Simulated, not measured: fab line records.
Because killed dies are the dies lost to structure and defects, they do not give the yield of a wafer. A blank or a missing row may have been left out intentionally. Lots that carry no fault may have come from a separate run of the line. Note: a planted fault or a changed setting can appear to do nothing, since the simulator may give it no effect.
What tool caused it? | flow nand-harc | 6 lots with 16 wafers sampled at 6 steps, on a route of 1159 steps

## WHAT THE GAUGES READ, wafer by wafer
NHARC_END_SORT_01.
lot  | measured     | on        | killed-at-array
L962 | day 26 03:12 | prober-02 | 39

## EACH LOT AND THE TOOL THAT RAN IT (in order: tool; ch and the chambers of the sampled wafers; start)
lot  | NHARC_P_CONTACT_DESCUM_17          | NHARC_P_CONTACT_ETCH_18           | NHARC_P_CONTACT_DEGAS_38     | NHARC_P_CONTACT_CMP_24        | NHARC_P_M0_DESCUM_14
L947 | rie-diel-12 ch 0,1,3, day 6 06:33  | rie-diel-12 ch 0,1,2, day 6 07:04 | pvd-sputter-01, day 6 08:08  | cmp-01 ch 2,3, day 6 11:09    | rie-diel-01 ch 0,1,2, day 6 12:42
L951 | rie-diel-03 ch 0,2,3, day 7 11:23  | rie-diel-03 ch 1,2,3, day 7 11:53 | pvd-sputter-03, day 7 13:01  | cmp-04 ch 0,2, day 7 15:43    | rie-diel-11 ch 1,2,3, day 7 17:21
L953 | rie-diel-03 ch 0,3, day 7 22:50    | rie-diel-03 ch 2,3, day 7 23:18   | pvd-sputter-03, day 8 00:24  | cmp-02 ch 0,1, day 8 01:30    | rie-diel-07 ch 1,3, day 8 02:52
L959 | rie-diel-03 ch 0,1,3, day 9 11:22  | rie-diel-03 ch 0,1, day 9 11:49   | pvd-sputter-03, day 9 12:56  | cmp-01 ch 1,2, day 9 18:02    | rie-diel-01 ch 1,2,3, day 9 19:33
L962 | rie-diel-12 ch 1, day 10 05:36     | rie-diel-12 ch 3, day 10 06:34    | pvd-sputter-03, day 10 07:53 | cmp-02 ch 1, day 10 15:14     | rie-diel-01 ch 2, day 10 19:46
L966 | rie-diel-03 ch 0,1,2, day 11 11:38 | rie-diel-03 ch 0,1, day 11 12:07  | pvd-sputter-01, day 11 13:13 | cmp-01 ch 0,2,3, day 11 16:08 | rie-diel-11 ch 1,2,3, day 11 17:35
- NHARC_P_CONTACT_DESCUM_17: chemistry O2, time 3 s.
- NHARC_P_CONTACT_ETCH_18: etches the open film in C4F8/O2/Ar, target depth 481 nm, time 240.5 s.
- NHARC_P_CONTACT_DEGAS_38: time 60 s.
- NHARC_P_CONTACT_CMP_24: polishes, t overpolish 30 s, target thk 200 nm.
- NHARC_P_M0_DESCUM_14: chemistry O2, time 3 s.

## THE ANSWER, worked out from the rows above alone
Rule: the usual values come from the lots themselves. Put in order of their means at a reading, lots are off if they are a third of the lots or fewer, leave a main group of 4 or more, and stand apart from it by a gap of 3 or more times the standard deviation of the main group's means; of several such gaps the widest counts. If all means in a main group match to the digits the tables above print for the reading, that group is not used. A lot without any number at a reading at which 4 lots or more have one is off too. Any other lot the step has rows for is counted as sound.
Nothing can be told from this: no lot is off at any reading shown.

## WHAT THE SIMULATOR HAD INSERTED
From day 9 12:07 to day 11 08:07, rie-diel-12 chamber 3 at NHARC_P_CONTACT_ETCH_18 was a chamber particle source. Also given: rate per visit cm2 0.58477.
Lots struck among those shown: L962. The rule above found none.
